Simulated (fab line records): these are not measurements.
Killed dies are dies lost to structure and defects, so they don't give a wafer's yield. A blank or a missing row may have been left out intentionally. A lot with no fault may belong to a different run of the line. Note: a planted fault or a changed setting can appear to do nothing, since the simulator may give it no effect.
fab line records    flow n5_finfet
[record] lots = 7  wafers = 21  last_day = 17
route steps=1938 shown BEOL_M0_SAQP@681 BEOL_M4@1111
lots untouched by any fault: they come from a run of this same line in which no faults occurred
start_h: the number of hours between the record's first day and the start of the first shown wafer of the lot    wait_h: hours elapsed since this lot's preceding step    " same as the row above    L1.1+2: a row that stands for several wafers    - no value present, or no start provided    * or withheld: withheld    < > ~ a bound
route shown NAME@n: names a module that has steps shown in the file, with the first one's number in the route    usual: average and standard deviation across the fault-free wafers    same: alike in all rows    chamber/n: place in a boat    sites: each site's reading    _std_site: the standard deviation of these    _edge_site: the outer-site mean with the inner-site mean subtracted    radius_mm: how far each site lies from the wafer's centre    mask NAME#n: copy n    behind: tool/chamber where the wafer was last shaped    hold: reason for holding the lot/hours on hold/outcome of the hold    device: whichever transistor did not switch (one of n, p or np)    end of line: the tests these same wafers got at the end of their route    a step given without rows: its recipe and nothing more    killed: dies lost to structure and defects at the first sort, not the wafer's yield    map: a wafer's dies, marking killed ones x, the rest . and places with no die _
set.NAME: the setting as run; set.NAME@STEP: as run at that earlier step    model.NAME: the simulator's own value behind a step, which no gauge read
certain route steps with their lots: each step a table, each wafer a row
services: a tool's chamber out of use, with start hour (start_h, from the record's first day; less than 0 if before it), hours out, and reason
[[steps]]
[step N5_BEOL_M0_SAQP_COAT_72]
[recipe] resist = SiARC  temp_c = 220  time_s = 60  spin_rpm = 1500  resist_thk_nm = 15
[step N5_BEOL_M0_SAQP_COAT_87]
[recipe] resist = underlayer  temp_c = 205  time_s = 60  spin_rpm = 1500  resist_thk_nm = 5
[step N5_BEOL_M0_SAQP_COAT_34]
[recipe] resist = CAR-EUV  spin_rpm = 1500  resist_thk_nm = 30
[step N5_BEOL_M0_SAQP_EBR_36]
[recipe] solvent = PGMEA  ebr_width_mm = 1.5
[step N5_BEOL_M0_SAQP_SOFTBAKE_35]
[recipe] temp_c = 110  time_s = 60  resist = CAR-EUV
[step N5_BEOL_M0_SAQP_EXPOSE_37]
[recipe] mask_id = M0_CUT1  na = 0.33  source_shape = annular  sigma_inner = 0.35  sigma_outer = 0.8  polarization = unpolarized  target_cd_nm = 30  dose_mj = 44.75
[step N5_BEOL_M0_SAQP_PEB_38]
[recipe] peb_temp_c = 100  peb_time_s = 60  resist = CAR-EUV
[step N5_BEOL_M0_SAQP_DEVELOP_39]
[recipe] develop_time_s = 30  developer = TMAH  resist = CAR-EUV  rinse_liquid = surfactant_rinse  dry = air_spin  dev_temp_c = 23
[step N5_BEOL_M0_SAQP_CD_MEAS_40]
[recipe] target_cd_nm = 30  landing_energy_ev = 500  detector = se_inlens
[usual] cd_nm = 30.05/0.23
lot.wafer  tool       chamber  start_h  wait_h  cd_nm
L687.2     cd_sem-02  0        137.01   -       29.95
L687.4     "          0        "        "       30.08
L687.6     "          0        "        "       30.07
L688.1     cd_sem-01  0        140.06   -       29.68
L688.2     "          0        "        "       29.63
L688.5     "          0        "        "       29.96
L690.3     cd_sem-02  0        155.39   -       30.20
L690.4     "          0        "        "       30.44
L690.6     "          0        "        "       30.13
L691.2     cd_sem-02  0        157.66   -       30.32
L691.5     "          0        "        "       29.93
L691.6     "          0        "        "       29.96
L692.2     cd_sem-01  0        166.69   -       30.03
L692.4     "          0        "        "       30.12
L692.5     "          0        "        "       30.50
L703.2     cd_sem-02  0        228.89   -       30.41
L703.5     "          0        "        "       29.81
L703.6     "          0        "        "       29.96
L704.3     cd_sem-01  0        239.59   -       29.95
L704.4     "          0        "        "       30.08
L704.6     "          0        "        "       30.07
[step N5_BEOL_M0_SAQP_OVL_MEAS_41]
[recipe] points_per_wafer = 522
[usual] M0_CUT1_OVL = -0.1/0.6
lot.wafer  tool        chamber  start_h  wait_h  M0_CUT1_OVL[nm]
L687.2     overlay-01  0        137.05   0.0     -0.4
L687.4     "           0        "        "       0.1
L687.6     "           0        "        "       0.2
L688.1     overlay-01  0        140.09   0.0     -2.2
L688.2     "           0        "        "       -0.8
L688.5     "           0        "        "       -1.2
L690.3     overlay-01  0        155.43   0.0     -0.2
L690.4     "           0        "        "       -0.2
L690.6     "           0        "        "       0.8
L691.2     overlay-01  0        157.69   0.0     0.1
L691.5     "           0        "        "       -0.1
L691.6     "           0        "        "       0.3
L692.2     overlay-02  0        166.72   0.0     0.2
L692.4     "           0        "        "       -0.3
L692.5     "           0        "        "       -0.4
L703.2     overlay-02  0        228.93   0.0     0.4
L703.5     "           0        "        "       0.4
L703.6     "           0        "        "       -0.6
L704.3     overlay-02  0        239.62   0.0     -1.0
L704.4     "           0        "        "       -0.3
L704.6     "           0        "        "       0.1
[step N5_BEOL_M0_SAQP_INSPECT_42]
[recipe] mode = adi  inspect_instrument = brightfield
[usual] raw_defect_count = 279/88
lot.wafer  tool               chamber  start_h  wait_h  raw_defect_count
L687.2     defect_inspect-01  -        137.10   0.0     464
L687.4     "                  -        "        "       288
L687.6     "                  -        "        "       432
L688.1     defect_inspect-02  -        140.14   0.1     333
L688.2     "                  -        "        "       251
L688.5     "                  -        "        "       268
L690.3     defect_inspect-01  -        155.48   0.0     469
L690.4     "                  -        "        "       248
L690.6     "                  -        "        "       176
L691.2     defect_inspect-01  -        157.75   0.0     301
L691.5     "                  -        "        "       304
L691.6     "                  -        "        "       343
L692.2     defect_inspect-01  -        166.78   0.0     250
L692.4     "                  -        "        "       479
L692.5     "                  -        "        "       543
L703.2     defect_inspect-01  -        228.98   0.0     155
L703.5     "                  -        "        "       184
L703.6     "                  -        "        "       174
L704.3     defect_inspect-02  -        239.67   0.0     305
L704.4     "                  -        "        "       410
L704.6     "                  -        "        "       313
[step N5_BEOL_M0_SAQP_DESCUM_45]
[recipe] chemistry = O2  time_s = 7  source_power_w = 50  bias_power_w = 20  pressure_mtorr = 20  rf_frequency_hz = 2.712e+07  temp_c = 40  resist = CAR-EUV  o2_flow_sccm = 225
[usual] drypump_motor_current_A = 5.9/0.41  o2_flow_sccm = 225.0/0.75  oes_product_au = 0.77/0.066  rf_fwd_power_W = 49.42/0.19  rf_vpp_V = 243.5/1.1  showerhead_plenum_p_Torr = 2.11/0.056  throttle_valve_pct = 20.44/0.12
lot.wafer  tool         chamber  start_h  wait_h  drypump_motor_current_A  o2_flow_sccm  oes_product_au  rf_fwd_power_W  rf_hours_counter_h  rf_vpp_V  showerhead_plenum_p_Torr  throttle_valve_pct
L687.2     rie_diel-05  0        137.13   0.0     5.2                      224.5         0.82            49.62           74                  243.2     2.11                      20.58
L687.4     "            3        "        "       5.7                      225.7         0.88            48.99           39                  244.3     2.21                      20.36
L687.6     "            2        "        "       5.7                      224.7         0.74            49.39           -                   244.5     2.16                      20.64
L688.1     rie_diel-04  0        140.18   0.0     5.4                      225.0         0.86            49.37           50                  244.3     2.23                      20.26
L688.2     "            3        "        "       6.5                      225.1         0.72            49.40           163                 242.9     2.10                      20.41
L688.5     "            3        "        "       6.4                      226.2         0.72            49.36           -                   242.2     2.10                      20.41
L690.3     rie_diel-05  3        155.51   0.0     5.7                      224.8         0.87            49.41           44                  244.1     2.21                      20.37
L690.4     "            0        "        "       5.2                      224.1         0.81            49.68           79                  243.0     2.11                      20.61
L690.6     "            3        "        "       5.7                      224.5         0.88            49.28           -                   245.2     2.21                      20.38
L691.2     rie_diel-04  2        157.78   0.0     6.5                      224.8         0.73            49.30           197                 243.4     2.08                      20.35
L691.5     "            3        "        "       6.5                      225.2         0.71            49.39           -                   242.8     2.09                      20.41
L691.6     "            0        "        "       5.4                      225.4         0.86            49.24           -                   244.5     2.22                      20.27
L692.2     rie_diel-04  2        166.98   0.2     6.5                      224.0         0.74            49.47           200                 243.5     2.08                      20.37
L692.4     "            3        "        "       6.5                      225.6         0.71            49.14           171                 241.7     2.09                      20.42
L692.5     "            2        "        "       6.5                      224.5         0.73            49.56           -                   243.5     2.08                      20.37
L703.2     rie_diel-05  2        229.02   0.0     5.7                      225.4         0.72            49.62           215                 244.9     2.16                      20.68
L703.5     "            1        "        "       5.8                      224.5         0.72            49.64           -                   243.6     2.17                      20.52
L703.6     "            2        "        "       5.7                      225.4         0.71            49.56           -                   244.9     2.15                      20.68
L704.3     rie_diel-03  0        239.71   0.0     6.3                      225.1         0.72            49.43           223                 242.4     2.06                      20.46
L704.4     "            2        "        "       5.5                      225.4         0.74            49.41           198                 244.3     2.08                      20.31
L704.6     "            0        "        "       6.4                      224.9         0.72            49.52           -                   242.7     2.06                      20.45
[step N5_BEOL_M0_SAQP_ETCH_88]
[recipe] chemistry = N2/H2  target = underlayer  target_depth_a = 65  time_s = 5.2  ion_energy_ev = 200  mask_material = CAR-EUV  pressure_mtorr = 30  source_w = 840  bias_w = 150  n2_flow_sccm = 200  h2_flow_sccm = 200  ends = cleared
[usual] bias_w = 150.0/0.45  chamber_pressure_mTorr = 30.00/0.042  drypump_motor_current_A = 5.9/0.41  etch_rf_on_time_s = 5.17/0.097  oes_product_au = 0.65/0.058  rf_fwd_power_W = 819.3/2.2  rf_vpp_V = 524.5/2.2  showerhead_plenum_p_Torr = 2.56/0.069  throttle_valve_pct = 17.90/0.13
lot.wafer  tool         chamber  start_h  wait_h  bias_w  chamber_pressure_mTorr  drypump_motor_current_A  etch_rf_on_time_s  oes_product_au  rf_fwd_power_W  rf_hours_counter_h  rf_vpp_V  showerhead_plenum_p_Torr  throttle_valve_pct
L687.2     rie_diel-05  0        137.17   0.0     150.1   30.02                   5.2                      5.21               0.70            819.9           74                  523.9     2.57                      18.16
L687.4     "            3        "        "       149.5   30.03                   5.7                      5.08               0.75            822.7           39                  531.3     2.71                      17.88
L687.6     "            2        "        "       150.2   29.98                   5.7                      5.23               0.62            818.1           -                   527.2     2.63                      18.04
L688.1     rie_diel-04  0        140.21   0.0     149.7   30.01                   5.5                      5.11               0.73            815.0           50                  529.6     2.70                      17.64
L688.2     "            3        "        "       150.3   30.07                   6.4                      5.36               0.61            818.0           163                 524.9     2.54                      17.83
L688.5     "            3        "        "       150.4   30.06                   6.4                      5.34               0.61            818.8           -                   525.0     2.54                      17.84
L690.3     rie_diel-05  3        155.55   0.0     -       -                       -                        -                  -               -               -                   -         -                         -
L690.4     "            0        "        "       -       -                       -                        -                  -               -               -                   -         -                         -
L690.6     "            3        "        "       -       -                       -                        -                  -               -               -                   -         -                         -
L691.2     rie_diel-04  2        157.81   0.0     -       -                       -                        -                  -               -               -                   -         -                         -
L691.5     "            3        "        "       -       -                       -                        -                  -               -               -                   -         -                         -
L691.6     "            0        "        "       -       -                       -                        -                  -               -               -                   -         -                         -
L692.2     rie_diel-04  2        167.01   0.0     -       -                       -                        -                  -               -               -                   -         -                         -
L692.4     "            3        "        "       -       -                       -                        -                  -               -               -                   -         -                         -
L692.5     "            2        "        "       -       -                       -                        -                  -               -               -                   -         -                         -
L703.2     rie_diel-05  2        229.05   0.0     149.3   29.99                   5.7                      5.30               0.60            817.6           215                 525.3     2.62                      18.10
L703.5     "            1        "        "       150.5   30.01                   5.8                      5.21               0.62            817.5           -                   524.2     2.64                      17.94
L703.6     "            2        "        "       150.5   30.05                   5.7                      5.33               0.61            815.2           -                   525.8     2.61                      18.11
L704.3     rie_diel-03  0        239.74   0.0     150.1   30.04                   6.3                      5.16               0.61            822.7           223                 523.1     2.50                      17.89
L704.4     "            2        "        "       150.2   30.01                   5.5                      5.14               0.62            820.5           198                 520.8     2.52                      17.76
L704.6     "            0        "        "       149.6   30.01                   6.4                      5.18               0.62            820.9           -                   523.9     2.50                      17.90
[step N5_BEOL_M0_SAQP_ETCH_73]
[recipe] chemistry = CF4  target = SiARC  target_depth_a = 195  mask_material = CAR-EUV  time_s = 32.5  ion_energy_ev = 80  pressure_mtorr = 40  source_w = 545  bias_w = 36  Ar_flow_sccm = 100  cf4_flow_sccm = 100  ends = cleared
[usual] bias_w = 35.98/0.099  cf4_flow_sccm = 100.0/0.33  drypump_motor_current_A = 5.9/0.41  etch_rf_on_time_s = 32.4/0.52  oes_product_au = 0.65/0.058  rf_fwd_power_W = 533.3/2.4  rf_vpp_V = 184.2/1.2  showerhead_plenum_p_Torr = 2.15/0.053  throttle_valve_pct = 15.62/0.15
lot.wafer  tool         chamber  start_h  wait_h  bias_w  cf4_flow_sccm  drypump_motor_current_A  etch_rf_on_time_s  oes_product_au  rf_fwd_power_W  rf_hours_counter_h  rf_vpp_V  showerhead_plenum_p_Torr  throttle_valve_pct
L687.2     rie_diel-05  0        137.18   0.0     36.01   100.6          5.2                      32.7               0.70            538.4           74                  183.8     2.17                      15.74
L687.4     "            3        "        "       35.97   99.8           5.7                      31.4               0.76            533.3           39                  186.6     2.26                      15.51
L687.6     "            2        "        "       36.00   99.8           5.7                      32.8               0.63            532.7           -                   183.8     2.21                      15.86
L688.1     rie_diel-04  0        140.23   0.0     36.02   100.0          5.4                      31.8               0.74            528.2           50                  187.2     2.26                      15.35
L688.2     "            3        "        "       36.00   100.5          6.5                      32.7               0.62            529.8           163                 184.7     2.14                      15.57
L688.5     "            3        "        "       35.97   100.3          6.5                      33.1               0.61            530.0           -                   184.2     2.14                      15.55
L690.3     rie_diel-05  3        155.56   0.0     35.83   99.7           5.7                      31.8               0.74            532.0           44                  185.9     2.26                      15.51
L690.4     "            0        "        "       35.95   100.7          5.2                      33.1               0.68            534.3           79                  183.7     2.16                      15.74
L690.6     "            3        "        "       35.88   99.7           5.7                      31.9               0.74            532.1           -                   184.7     2.26                      15.52
L691.2     rie_diel-04  2        157.83   0.0     35.98   99.9           6.5                      32.8               0.62            533.0           197                 183.4     2.13                      15.56
L691.5     "            3        "        "       36.09   100.3          6.4                      33.1               0.61            530.4           -                   184.2     2.13                      15.56
L691.6     "            0        "        "       36.09   99.5           5.4                      32.1               0.73            530.9           -                   185.3     2.26                      15.37
L692.2     rie_diel-04  2        167.03   0.0     35.91   99.3           6.5                      32.6               0.63            534.5           200                 184.1     2.13                      15.61
L692.4     "            3        "        "       35.86   100.4          6.5                      32.9               0.61            528.8           171                 185.3     2.13                      15.56
L692.5     "            2        "        "       35.95   99.9           6.5                      32.6               0.62            533.4           -                   183.5     2.13                      15.58
L703.2     rie_diel-05  2        229.07   0.0     36.01   99.9           5.7                      33.1               0.61            535.9           215                 184.9     2.20                      15.91
L703.5     "            1        "        "       36.06   100.2          5.8                      32.7               0.61            533.8           -                   184.8     2.22                      15.71
L703.6     "            2        "        "       35.98   100.0          5.7                      33.4               0.61            536.0           -                   184.9     2.20                      15.90
L704.3     rie_diel-03  0        239.76   0.0     36.02   100.2          6.3                      32.3               0.62            533.4           223                 182.3     2.11                      15.73
L704.4     "            2        "        "       35.88   99.8           5.4                      32.2               0.62            539.0           198                 184.1     2.12                      15.51
L704.6     "            0        "        "       35.81   99.5           6.4                      32.4               0.61            530.1           -                   182.8     2.11                      15.73
[step N5_BEOL_M4_RC_MEAS_101]
[usual] DIBL_N = 36.1/1.3  DIBL_P = 36.1/1.7  IOFF_N = 0.154/0.022  IOFF_P = 0.201/0.024  ION_N = 675/8.9  ION_P = 462/5.9  SS_N = 71.5/0.49  SS_P = 73.3/0.58  VT_N = 250.0/2.7  VT_P = -251.3/2.7
lot.wafer  tool       chamber  start_h  wait_h  DIBL_N[mV/V]  DIBL_P[mV/V]  IOFF_N[nA/um]  IOFF_P[nA/um]  ION_N[uA/um]  ION_P[uA/um]  SS_N[mV/dec]  SS_P[mV/dec]  VT_N[mV]  VT_P[mV]
L687.2     prober-01  0        187.70   0.2     37.1          38.5          0.202          0.253          691           470           71.3          73.7          244.6     -247.1
L687.4     "          0        "        "       34.2          35.0          0.140          0.193          679           466           71.2          73.2          252.5     -251.1
L687.6     "          0        "        "       34.3          35.0          0.144          0.188          676           458           70.8          72.9          249.4     -250.9
L688.1     prober-01  0        193.44   0.0     34.4          33.9          0.122          0.190          655           461           71.0          72.3          253.0     -249.8
L688.2     "          0        "        "       37.2          37.3          0.175          0.249          675           468           72.2          73.6          245.3     -247.2
L688.5     "          0        "        "       34.7          33.9          0.124          0.179          658           454           71.7          72.6          254.0     -253.5
L690.3     prober-02  0        213.20   0.3     34.1          32.0          0.123          0.167          670           457           70.9          72.1          253.0     -252.4
L690.4     "          0        "        "       36.1          33.3          0.144          0.180          671           456           72.4          73.1          250.6     -253.8
L690.6     "          0        "        "       37.0          35.1          0.175          0.209          687           466           71.6          73.7          247.1     -250.0
L691.2     prober-01  0        227.49   0.2     36.2          35.9          0.140          0.199          674           466           71.3          73.0          251.9     -250.8
L691.5     "          0        "        "       37.7          37.7          0.166          0.228          672           462           71.9          72.8          248.0     -247.1
L691.6     "          0        "        "       36.3          36.3          0.138          0.198          670           463           71.5          73.1          252.1     -248.9
L692.2     prober-02  0        231.85   0.2     35.3          35.3          0.160          0.199          678           463           71.3          73.1          249.7     -249.6
L692.4     "          0        "        "       34.9          34.0          0.140          0.175          674           453           71.3          73.1          247.0     -253.1
L692.5     "          0        "        "       36.3          36.2          0.158          0.206          664           457           71.7          74.4          252.2     -252.7
L703.2     prober-02  0        293.39   0.2     37.9          37.6          0.178          0.213          681           469           72.2          75.4          248.2     -253.5
L703.5     "          0        "        "       38.3          37.9          0.198          0.227          680           464           71.4          74.3          246.3     -250.5
L703.6     "          0        "        "       37.7          37.8          0.175          0.215          687           464           71.9          74.3          247.6     -253.0
L704.3     prober-01  0        294.16   0.3     37.5          38.4          0.182          0.222          683           464           71.7          73.4          245.1     -250.1
L704.4     "          0        "        "       37.0          37.5          0.181          0.205          684           460           71.7          72.8          247.8     -250.5
L704.6     "          0        "        "       37.1          37.4          0.180          0.210          685           463           71.2          73.5          246.4     -249.2
[[services]]
tool         chamber  start_h  hours  kind
rie_diel-05  -        140.08   0.4    repair
rie_diel-03  1        235.73   2.8    repair
[[key]]
[first_sign] step = N5_BEOL_M0_SAQP_ETCH_88  reading = tool_record  direction = missing
effect none on later readings
met_at N5_BEOL_M0_SAQP_ETCH_88
struck_wafers L690.3,L690.4,L690.6,L691.2,L691.5,L691.6,L692.2,L692.4,L692.5
onset_between 140.21 155.55
[fault] kind = skipped_step_whole  tool = rie_diel-04,rie_diel-05  chamber = -  onset_h = 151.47  steps = N5_BEOL_M0_SAQP_ETCH_88  scope = struck_lots_only
